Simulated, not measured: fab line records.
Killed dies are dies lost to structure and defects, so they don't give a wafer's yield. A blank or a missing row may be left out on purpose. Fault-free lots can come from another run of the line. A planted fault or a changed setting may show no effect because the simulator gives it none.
Chamber matching | flow n5-finfet | N5_BEOL_M6_ETCH_65 on rie-diel-06 has 4 sister chambers
The step etches SiARC in CF4, target depth 15.6 nm, time 26 s. 20 wafers are shown with their chamber, then 10 later ones without.

== WAFERS WITH THEIR CHAMBER ==
wafer  | chamber | throttle-valve-pct (%) | drypump-motor-current-A (A) | oes-product-au (a.u.)
L075.1 | 3       | 15.73                  | 6.2                         | 0.65
L075.4 | 0       | 15.49                  | 5.8                         | 0.78
L075.5 | 1       | 15.81                  | 5.9                         | 0.62
L077.2 | 2       | 15.17                  | 5.9                         | 0.80
L077.5 | 2       | 15.17                  | 5.9                         | 0.80
L077.6 | 3       | 15.72                  | 6.2                         | 0.64
L080.3 | 1       | 15.83                  | 6.0                         | 0.62
L080.5 | 3       | 15.74                  | 6.2                         | 0.63
L080.6 | 2       | 15.16                  | 5.9                         | 0.78
L081.1 | 0       | 15.52                  | 5.8                         | 0.76
L081.3 | 1       | 15.86                  | 6.0                         | 0.62
L081.5 | 0       | 15.53                  | 5.8                         | 0.75
L087.1 | 1       | 15.83                  | 6.0                         | 0.61
L087.3 | 2       | 15.17                  | 5.9                         | 0.77
L087.5 | 3       | 15.75                  | 6.2                         | 0.64
L090.3 | 0       | 15.54                  | 5.8                         | 0.75
L090.5 | 1       | 15.86                  | 6.0                         | 0.61
L090.6 | 2       | 15.22                  | 5.9                         | 0.76
L093.1 | 1       | 15.88                  | 6.0                         | 0.61
L093.3 | 3       | 15.78                  | 6.1                         | 0.62

SIGNATURES (averages over the wafers above)
reading                 | chamber 0 | chamber 1 | chamber 2 | chamber 3 | scatter within a chamber
throttle-valve-pct      | 15.5200   | 15.8450   | 15.1780   | 15.7440   | 0.0239
drypump-motor-current-A | 5.800     | 5.983     | 5.900     | 6.180     | 0.032
oes-product-au          | 0.7600    | 0.6150    | 0.7820    | 0.6360    | 0.0126
Rule: for each reading, subtract the chamber's mean from the wafer's reading, divide by that reading's scatter and square the result; add these up over the readings and take the root, which gives the wafer's distance from the chamber. The wafer belongs to the nearest chamber; if the next one is less than 2 further off, it can't be placed. The scatter is the square root of a quotient: the sum, over the shown wafers, of each reading's squared deviation from its chamber's mean, divided by wafers minus chambers.

== WAFERS WITH NO CHAMBER GIVEN ==
wafer  | throttle-valve-pct (%) | drypump-motor-current-A (A) | oes-product-au (a.u.)
L093.6 | 15.80                  | 6.2                         | 0.62
L094.2 | 15.89                  | 6.0                         | 0.60
L094.3 | 15.24                  | 5.9                         | 0.74
L094.5 | 15.56                  | 5.8                         | 0.73
L097.1 | 15.89                  | 6.0                         | 0.60
L097.2 | 15.56                  | 5.8                         | 0.73
L097.3 | 15.24                  | 5.9                         | 0.74
L096.3 | 15.60                  | 5.8                         | 0.73
L096.4 | 15.90                  | 5.9                         | 0.60
L096.5 | 15.82                  | 6.2                         | 0.61

== WHICH CHAMBER EACH ONE RAN IN ==
wafer  | from the rows above | in truth
L093.6 | 3                   | 3
L094.2 | 1                   | 1
L094.3 | 2                   | 2
L094.5 | 0                   | 0
L097.1 | 1                   | 1
L097.2 | 0                   | 0
L097.3 | 2                   | 2
L096.3 | 0                   | 0
L096.4 | 1                   | 1
L096.5 | 3                   | 3
Correct placement for 10 of the 10. Can't be placed from these rows: 0. 0 placed wrongly.
